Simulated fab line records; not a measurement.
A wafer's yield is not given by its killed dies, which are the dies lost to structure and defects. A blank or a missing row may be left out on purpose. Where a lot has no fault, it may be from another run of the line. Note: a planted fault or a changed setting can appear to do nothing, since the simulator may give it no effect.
Struck lot and sound lot, side by side || flow nandHarc || 15 out of 1159 route steps
Sound: these wafers, L841.1, L841.4, L841.6. Wafers L834.4, L834.5, L834.6 were the ones struck. Last of all comes the cause.
Order at every step that has rows: each side's tool, ch and its chambers, its first start. Under that, the readings that differ: sound wafers || struck wafers || difference of the means || sigmas: that difference in standard deviations of wafers without a fault.
alike: readings with means less than 2 such deviations apart, plus words and numbers identical on both sides. not compared: withheld readings, readings lacking a value on some wafer, bounds such as >300 that could conceal the same value, and numbers that have no deviation in the record and whose values overlap.
Wherever a step has rows on one side only, a row that says differs or no value, or a row with sigmas, the two part there. Numbers that have no deviation but don't overlap get no sigmas and don't part them. A reading that every wafer of one side lacks parts them only if that side has two wafers or more.

first, 2 steps without rows for these wafers: NHARC_P_GATE_PEB_89 (peb time 85 s); NHARC_P_GATE_DEVELOP_90 (time 70 s).
NHARC_P_GATE_CD_MEAS_91 targets a cd of 2000 nm.
  sound on cdSem-03 ch 0, day 9 04:19; struck on cdSem-03 ch 0, day 7 07:52
  alike: cdNm
then, 1 step without rows for these wafers: NHARC_P_GATE_HARDBAKE_92 (time 80 s).
NHARC_P_GATE_DESCUM_93: chemistry O2, time 3 s.
  sound on rieDiel-06 ch 0,1, day 9 04:29; struck on rieDiel-06 ch 2,3, day 7 08:01
  alike: drypumpMotorCurrentA, oesProductAu, rfVppV, showerheadPlenumPTorr, throttleValvePct
  not compared: rfHoursCounterH
then, 1 step without rows for these wafers: NHARC_P_GATE_IMPLANT_94.
NHARC_P_GATE_STRIP_113: strips in N2/H2, time 740 s.
  sound on plasmaAsher-01 ch 0,1, day 9 04:58; struck on plasmaAsher-01 ch 0,1, day 7 08:43
  alike: drypumpMotorCurrentA, heaterPowerW, tempC
  not compared: rfHoursCounterH
NHARC_P_GATE_STRIP_95: strips in O2.
  sound on plasmaAsher-01 ch 0,1, day 9 05:34; struck on plasmaAsher-01 ch 0,1, day 7 09:13
  alike: drypumpMotorCurrentA, heaterPowerW, tempC
  not compared: rfHoursCounterH
then, 1 step without rows for these wafers: NHARC_P_GATE_STRIP_96 (strips in SPM, time 900 s).
NHARC_P_GATE_RTA_64: time 1 s.
  sound on rtpAnneal-02 ch 0, day 9 06:08; struck on rtpAnneal-02 ch 0, day 7 09:50
  alike: lampPowerPct, wafer_temp_C_max
then, 1 step without rows for these wafers: NHARC_P_GATE_ETCH_77 (etches SiO2 in dHF, target depth 6 nm).
NHARC_P_GATE_DEGAS_109: time 60 s.
  sound on pvdSputter-01, day 9 06:27; struck on pvdSputter-03, day 7 10:05
  alike: heaterPowerW
NHARC_P_GATE_PRE_CLEAN_110: time 30 s.
  sound on pvdSputter-01, day 9 06:30; struck on pvdSputter-03, day 7 10:08
  no value came back on the struck wafers for biasV (V), timeS (s); on the sound wafers biasV (V) reads 199.0 199.5 202.5
then, 1 step without rows for these wafers: NHARC_P_GATE_SPUTTER_78 (material Ni, target thk 10 nm).
-- the record jumps here: 14 days lie between the struck wafers' starts before and after (it left off in module P_GATE and takes up again in module END, whose first step shown is number 1159 of the route) --
NHARC_END_SORT_01:
  at this point the record logs the struck wafers (prober-02 ch 0, day 21 16:24) and has no rows for the sound ones

## WHERE THEY PART
First at NHARC_P_GATE_PRE_CLEAN_110; last, within this record, at NHARC_END_SORT_01.

WHY: what had been put in by the simulator
Whole step skipped at NHARC_P_GATE_PRE_CLEAN_110 on pvdSputter-03, starting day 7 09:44. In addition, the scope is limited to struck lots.
